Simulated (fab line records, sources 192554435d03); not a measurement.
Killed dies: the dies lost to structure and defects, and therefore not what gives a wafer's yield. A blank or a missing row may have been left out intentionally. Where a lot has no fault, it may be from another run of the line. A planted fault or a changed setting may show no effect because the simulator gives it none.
Which of the tools did it? -- flow n5 finfet -- 42 wafers from 14 lots sampled at 5 of the route's 1938 steps

## WHAT THE GAUGES READ, wafer by wafer
N5_BEOL_M14_RS_MEAS_54: measures by four-point-probe.
lot,measured,on,M14_RS (ohm/sq)
L700,day 11 15:20,film metro-01,0.0323 0.0341 0.0342
L701,day 12 00:23,film metro-01,0.0345 0.0344 0.0326
L705,day 12 19:27,film metro-01,0.0341 0.0319 0.0343
L704,day 13 02:40,film metro-02,0.0327 0.0333 0.0325
L708,day 13 08:52,film metro-02,0.0327 0.0310 0.0329
L707,day 13 13:53,film metro-02,0.0323 0.0343 0.0329
L706,day 13 15:57,film metro-01,0.0326 0.0326 0.0325
L709,day 14 08:14,film metro-01,0.0316 0.0331 0.0331
L710,day 14 19:25,film metro-02,0.0348 0.0316 0.0330
L718,day 16 15:05,film metro-01,0.0339 0.0331 0.0337
L720,day 17 01:34,film metro-02,0.0336 0.0341 0.0340
L719,day 17 03:50,film metro-01,0.0345 0.0338 0.0347
L721,day 17 15:39,film metro-01,0.0337 0.0332 0.0339
L722,day 17 16:09,film metro-02,0.0344 0.0344 0.0343

N5_BEOL_M15_THK_MEAS_01.
lot,measured,on,M15_ILD_THK (nm)
L700,day 11 15:39,film metro-01,1591 1597 1612
L701,day 12 00:41,film metro-01,1581 1613 1638
L705,day 12 19:46,film metro-01,1596 1672 1674
L704,day 13 02:58,film metro-01,1596 1656 1646
L708,day 13 09:10,film metro-02,1622 1645 1625
L707,day 13 14:12,film metro-02,1627 1634 1665
L706,day 13 16:16,film metro-01,1598 1624 1612
L709,day 14 08:32,film metro-02,1601 1591 1613
L710,day 14 19:44,film metro-02,1594 1606 1605
L718,day 16 15:23,film metro-01,1604 1605 1637
L720,day 17 01:53,film metro-02,1599 1593 1628
L719,day 17 04:09,film metro-02,1626 1621 1644
L721,day 17 15:58,film metro-02,1607 1616 1629
L722,day 17 16:28,film metro-01,1620 1622 1668

N5_BEOL_M15_CD_MEAS_10 targets a cd of 360 nm.
lot,measured,on,cd nm (nm)
L700,day 11 16:05,cd sem-02,357.4 357.8 360.8
L701,day 12 00:59,cd sem-02,359.3 360.4 362.4
L705,day 12 20:11,cd sem-02,359.6 362.5 360.6
L704,day 13 03:24,cd sem-01,362.7 359.9 359.7
L708,day 13 09:28,cd sem-02,356.2 358.9 360.4
L707,day 13 14:30,cd sem-02,359.9 360.4 360.8
L706,day 13 16:41,cd sem-02,360.7 359.3 357.5
L709,day 14 08:50,cd sem-03,363.4 361.7 359.5
L710,day 14 20:09,cd sem-01,360.0 361.9 360.1
L718,day 16 15:41,cd sem-02,362.0 361.8 363.5
L720,day 17 02:11,cd sem-01,360.0 360.2 362.2
L719,day 17 04:28,cd sem-01,364.2 363.7 363.3
L721,day 17 16:24,cd sem-02,359.1 362.0 363.9
L722,day 17 16:53,cd sem-02,358.7 358.2 362.3

N5_BEOL_M15_CD_MEAS_17 targets a cd of 360 nm.
lot,measured,on,cd nm (nm)
L700,day 11 16:40,cd sem-01,358.2 359.3 362.1
L701,day 12 01:53,cd sem-03,360.1 360.7 364.1
L705,day 12 20:50,cd sem-01,359.1 363.2 360.0
L704,day 13 04:03,cd sem-02,361.4 360.8 360.0
L708,day 13 10:04,cd sem-01,359.8 360.8 362.7
L707,day 13 15:18,cd sem-02,360.4 361.8 360.5
L706,day 13 17:17,cd sem-01,- - -
L709,day 14 09:26,cd sem-03,- - -
L710,day 14 20:45,cd sem-03,362.0 363.5 361.7
L718,day 16 16:17,cd sem-01,364.7 361.7 365.1
L720,day 17 02:46,cd sem-01,360.4 360.4 362.9
L719,day 17 05:40,cd sem-03,364.2 362.0 362.2
L721,day 17 16:59,cd sem-03,355.7 361.9 364.3
L722,day 17 17:28,cd sem-02,359.2 357.8 363.7

## WHAT TOOL EACH LOT RAN ON (gives the tool, then ch and the chambers of the sampled wafers, and finally the start)
lot,N5_BEOL_M15_VIA_ETCH_16
L700,"rie diel-06 ch 1,2, day 11 16:15"
L701,"rie diel-06 ch 1,2,3, day 12 01:28"
L705,"rie diel-05 ch 0,2, day 12 20:25"
L704,"rie diel-05 ch 0,2, day 13 03:36"
L708,"rie diel-06 ch 0,3, day 13 09:39"
L707,"rie diel-05 ch 2,3, day 13 14:53"
L706,"rie diel-06 ch 1,2, day 13 16:52"
L709,"rie diel-01 ch 0,1,2, day 14 09:01"
L710,"rie diel-05 ch 0,1, day 14 20:20"
L718,"rie diel-01 ch 1,2, day 16 15:52"
L720,"rie diel-01 ch 1,2,3, day 17 02:21"
L719,"rie diel-01 ch 1,2,3, day 17 05:15"
L721,"rie diel-01 ch 2,3, day 17 16:34"
L722,"rie diel-05 ch 0,1,3, day 17 17:04"
- N5_BEOL_M15_VIA_ETCH_16: etches SiO2 in C4F8/O2/Ar, target depth 1792.2 nm.

## AS READ BY THE TOOLS THEMSELVES (means over the sampled wafers that have a number; for cases with no such wafer, the mark the record gives instead)
N5_BEOL_M15_VIA_ETCH_16.
lot,tool,C4F8_flow_sccm (sccm),O2_flow_sccm (sccm),drypump motor current A (A),oes product au (a.u.),rf vpp V (V),showerhead plenum p Torr (Torr),throttle valve pct (%)
L700,rie diel-06,15.97,12.01,6.2,0.66,2223,3.44,30.84
L701,rie diel-06,16.02,11.99,6.2,0.68,2218,3.45,30.94
L705,rie diel-05,15.95,11.99,5.5,0.71,2265,3.36,30.98
L704,rie diel-05,16.00,12.01,5.6,0.78,2267,3.42,30.86
L708,rie diel-06,16.03,11.98,5.4,0.79,2223,3.59,31.13
L707,rie diel-05,16.01,12.03,5.7,0.76,2255,3.51,30.87
L706,rie diel-06,-,-,-,-,-,-,-
L709,rie diel-01,-,-,-,-,-,-,-
L710,rie diel-05,16.01,11.98,5.8,0.71,2251,3.41,30.85
L718,rie diel-01,16.00,12.01,6.4,0.63,2206,3.36,30.60
L720,rie diel-01,16.04,12.02,6.1,0.73,2219,3.44,30.58
L719,rie diel-01,16.01,12.01,6.1,0.72,2218,3.44,30.56
L721,rie diel-01,16.03,11.98,6.2,0.71,2181,3.35,30.65
L722,rie diel-05,15.95,11.99,5.8,0.76,2237,3.49,30.80

## THE ANSWER, worked out from the rows above alone
Rule: the lots themselves supply what counts as usual. The widest of any qualifying gaps counts: lots, ordered by their means at a reading, are off when they make up no more than a third of the lots, leave a main group of 4 or more, and stand apart from it by 3 or more times the standard deviation of that group's means. Not used: any main group whose means are identical at the precision the tables above print for the reading. A lot without any number at a reading at which 4 lots or more have one is off too. The other lots that the step has rows for count as sound. First the gauges in route order, then the tools' own readings, where a lot's mean is used as printed above. The first step at which some lot is off is used, and at that step the reading that is off furthest; a lot without a number counts as furthest.
Off at N5_BEOL_M15_CD_MEAS_17 (cd nm): L706, L709. Without a number there: L706, L709. Mean 361.3 nm and standard deviation 1.1 in the main group.
If a tool, at a process step before that reading, ran all the lots that are off and no sound lot after the first of them, it fits. Not tried: the gauges at N5_BEOL_M15_CD_MEAS_17; whatever is off there is also off at N5_BEOL_M15_VIA_ETCH_16, on other tools, and gauge error can't account for it. No candidate that was tried fits.

## WHAT HAD BEEN PUT IN BY THE SIMULATOR
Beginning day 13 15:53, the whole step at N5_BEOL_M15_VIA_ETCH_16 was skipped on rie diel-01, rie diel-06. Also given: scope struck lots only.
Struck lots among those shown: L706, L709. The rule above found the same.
